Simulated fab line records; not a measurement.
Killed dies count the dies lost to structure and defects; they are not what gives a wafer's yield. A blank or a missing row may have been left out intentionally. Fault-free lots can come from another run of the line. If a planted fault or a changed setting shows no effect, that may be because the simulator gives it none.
Split-lot trial | flow n5_finfet | on a route of 1938 steps: 7 lots, 21 wafers read

== THE SPLIT ITSELF ==
At N5_PASSIVATION_ETCH_54 (etches SiO2 in CHF3/O2, target depth 880 nm, time 440 s), the setting time_s was moved away from the recipe's 440 s on 9 of the 21 wafers read, by -19.3% to +21.9%. The other wafers ran this setting at the recipe's value.

The reading comes from the split's own step.

== THE READING ==
etch.depth_nm (the simulator's own value, which no gauge read), in nm, at N5_PASSIVATION_ETCH_54 (etches SiO2 in CHF3/O2, target depth 880 nm, time 440 s). The file does not state a usual value for it. Across the 12 wafers here that went through the recipe, the average is 872.7 nm and the standard deviation 10 nm.

wafer  | tool, chamber at the split | time_s as run, s | against the recipe | etch.depth_nm, nm | against lot-mates on the recipe
L075.2 | rie_diel-05, 2             | 503.2            | +14.4%             | 1032              | +168.3
L075.4 | rie_diel-05, 0             | 503.2            | +14.4%             | 1005              | +141.3
L075.6 | rie_diel-05, 3             | 440              | recipe             | 863.7             | -
L078.2 | rie_diel-01, 0             | 440              | recipe             | 862.3             | -
L078.4 | rie_diel-01, 1             | 395.1            | -10.2%             | 813.3             | -49.0
L078.6 | rie_diel-01, 3             | 395.1            | -10.2%             | 788.4             | -73.9
L080.3 | rie_diel-03, 0             | 440              | recipe             | 863.2             | -
L080.4 | rie_diel-03, 3             | 440              | recipe             | 878               | -
L080.6 | rie_diel-03, 0             | 440              | recipe             | 868.8             | -
L076.3 | rie_diel-01, 0             | 379.3            | -13.8%             | 727.9             | -172.0
L076.4 | rie_diel-01, 2             | 440              | recipe             | 899.9             | -
L076.6 | rie_diel-01, 2             | 379.3            | -13.8%             | 778.7             | -121.2
L090.2 | rie_diel-03, 2             | 440              | recipe             | 882.2             | -
L090.3 | rie_diel-03, 3             | 440              | recipe             | 870.3             | -
L090.6 | rie_diel-03, 1             | 536.2            | +21.9%             | 1048              | +171.8
L091.2 | rie_diel-05, 3             | 354.9            | -19.3%             | 699.7             | -172.7
L091.3 | rie_diel-05, 1             | 440              | recipe             | 879.6             | -
L091.5 | rie_diel-05, 3             | 440              | recipe             | 865.2             | -
L088.2 | rie_diel-03, 2             | 440              | recipe             | 873.6             | -
L088.5 | rie_diel-03, 3             | 440              | recipe             | 865.9             | -
L088.6 | rie_diel-03, 0             | 508.2            | +15.5%             | 998.5             | +128.8

FIT RESULTS
A straight line over all 21 wafers: etch.depth_nm changes by +8.64 nm for each +1% of time_s; r = +0.98; the points scatter about the line by 16 nm.
The same after taking each lot's own level away (the mean of its wafers on the recipe; 21 wafers): +9 nm for each +1%; r = +0.98; scatter 19 nm.
That fit puts the effect of the largest move of time_s on the reading at 2e+02 nm.
Across the lots, their own levels run from 862.30 to 899.90 nm, a range of 3.6 times the standard deviation given above.
The two slopes are in agreement: the lot-to-lot level therefore moves the slope only a little.
Check: with one of the wafers moved furthest among these (+21.9%) left out of the fit, the line predicts +208 nm for it against its lot-mates. It came out at +172 nm against them.

== OTHER SPLITS APPLIED TO THESE WAFERS ==
Note: prior to the reading, these wafers also went through further splits. Each is held against what the fit with the lots' levels taken away leaves over:
other split on the same wafers     | wafers away from the commonest value | r with etch.depth_nm (lot level and that fit taken away)
N5_MIM_TOP_LITHO_EXPOSE_05 dose_mj | 5                                    | -0.04
N5_PASSIVATION_EXPOSE_27 dose_mj   | 4                                    | +0.18

== THE WHOLE CHAIN: every reading that the file lists as answering this split, in the file's order ==
step                    | what it does                                            | reading                                                                       | change (the file's fit)                                                         | r (the file's)
N5_PASSIVATION_ETCH_54  | etches SiO2 in CHF3/O2, target depth 880 nm, time 440 s | PASSIVATION.feature_depth_nm (the simulator's own value, which no gauge read) | +8.76 nm for each +1% of the setting                                            | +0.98
N5_PASSIVATION_ETCH_54  | etches SiO2 in CHF3/O2, target depth 880 nm, time 440 s | etch.depth_nm (the simulator's own value, which no gauge read)                | +8.76 nm for each +1% of the setting                                            | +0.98
N5_PASSIVATION_PROBE_49 |                                                         | killed_at_other                                                               | not straight: 1077 at the lowest setting, 251.4 at the recipe, 4 at the highest | not given

== FILE'S OWN FIT ==
etch.depth_nm changes by +8.76 nm for each +1% of time_s, r = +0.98.
